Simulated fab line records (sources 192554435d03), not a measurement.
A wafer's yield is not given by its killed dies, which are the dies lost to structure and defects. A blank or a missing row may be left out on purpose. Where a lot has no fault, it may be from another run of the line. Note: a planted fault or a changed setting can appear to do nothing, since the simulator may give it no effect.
Split-lot trial + flow n5 finfet + 7 lots, 21 wafers read, on a route of 1938 steps

## SPLIT DETAILS
At N5_MIM_BOT_SPUTTER_00 (material TiN, target thk 35 nm, time 89.7 s), the setting power w was moved away from the recipe's 3000 W on 5 of the 21 wafers read, by -8.2% to +10.9%. This setting was run at the recipe's value on the other wafers.

The reading comes from the split's own step.

## THE READING
TiN_of_MIM_BOT_SPUTTER_00.thk nm (the simulator's own value, which no gauge read), in nm, at N5_MIM_BOT_SPUTTER_00 (material TiN, target thk 35 nm, time 89.7 s). The file gives no usual value for it. Average 35.2 nm, standard deviation 0.33 nm, over the 16 wafers here run with the recipe.

| wafer  | tool, chamber at the split | power w as run, W | against the recipe | TiN_of_MIM_BOT_SPUTTER_00.thk nm, nm | against lot-mates on the recipe |
|--------|----------------------------|-------------------|--------------------|--------------------------------------|---------------------------------|
| L077.2 | pvd sputter-02, -          | 3000              | recipe             | 35.4                                 | -                               |
| L077.4 | pvd sputter-02, -          | 3000              | recipe             | 35.4                                 | -                               |
| L077.6 | pvd sputter-02, -          | 3000              | recipe             | 35.8                                 | -                               |
| L081.1 | pvd sputter-03, -          | 3000              | recipe             | 35.2                                 | -                               |
| L081.2 | pvd sputter-03, -          | 3000              | recipe             | 35.8                                 | -                               |
| L081.3 | pvd sputter-03, -          | 3000              | recipe             | 35.4                                 | -                               |
| L087.1 | pvd sputter-01, -          | 3000              | recipe             | 34.8                                 | -                               |
| L087.3 | pvd sputter-01, -          | 2754              | -8.2%              | 32.2                                 | -2.7                            |
| L087.6 | pvd sputter-01, -          | 3000              | recipe             | 35                                   | -                               |
| L089.2 | pvd sputter-01, -          | 2841              | -5.3%              | 33.2                                 | -1.9                            |
| L089.3 | pvd sputter-01, -          | 3000              | recipe             | 35                                   | -                               |
| L089.4 | pvd sputter-01, -          | 3000              | recipe             | 35.2                                 | -                               |
| L088.3 | pvd sputter-02, -          | 3000              | recipe             | 35.2                                 | -                               |
| L088.4 | pvd sputter-02, -          | 3000              | recipe             | 35                                   | -                               |
| L088.5 | pvd sputter-02, -          | 3000              | recipe             | 35.4                                 | -                               |
| L094.2 | pvd sputter-02, -          | 3215              | +7.2%              | 37.2                                 | +2.6                            |
| L094.5 | pvd sputter-02, -          | 3000              | recipe             | 34.6                                 | -                               |
| L094.6 | pvd sputter-02, -          | 3215              | +7.2%              | 37                                   | +2.4                            |
| L097.1 | pvd sputter-03, -          | 3327              | +10.9%             | 39                                   | +4.1                            |
| L097.2 | pvd sputter-03, -          | 3000              | recipe             | 34.8                                 | -                               |
| L097.3 | pvd sputter-03, -          | 3000              | recipe             | 35                                   | -                               |

THE FIT
A straight line over all 21 wafers: TiN_of_MIM_BOT_SPUTTER_00.thk nm changes by +0.33 nm for each +1% of power w; r = +0.97; the points scatter about the line by 0.34 nm.
The same after taking each lot's own level away (the mean of its wafers on the recipe; 21 wafers): +0.355 nm for each +1%; r = +0.99; scatter 0.17 nm.
Per that fit: largest power w move, reading shift of 3.9 nm.
Measured against the standard deviation above, the lots' own levels, which go from 34.60 to 35.53 nm, span 2.8 times it.
The two slopes agree, so the slope changes little with the lot-to-lot level.
Check: +3.75 nm against its lot-mates is what the line predicts for one of the wafers moved furthest among these (+10.9%) when that wafer is left out of the fit. It came out at +4.1 nm against them.

## FILE'S OWN FIT
TiN_of_MIM_BOT_SPUTTER_00.thk nm changes by +0.357 nm for each +1% of power w, r = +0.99.
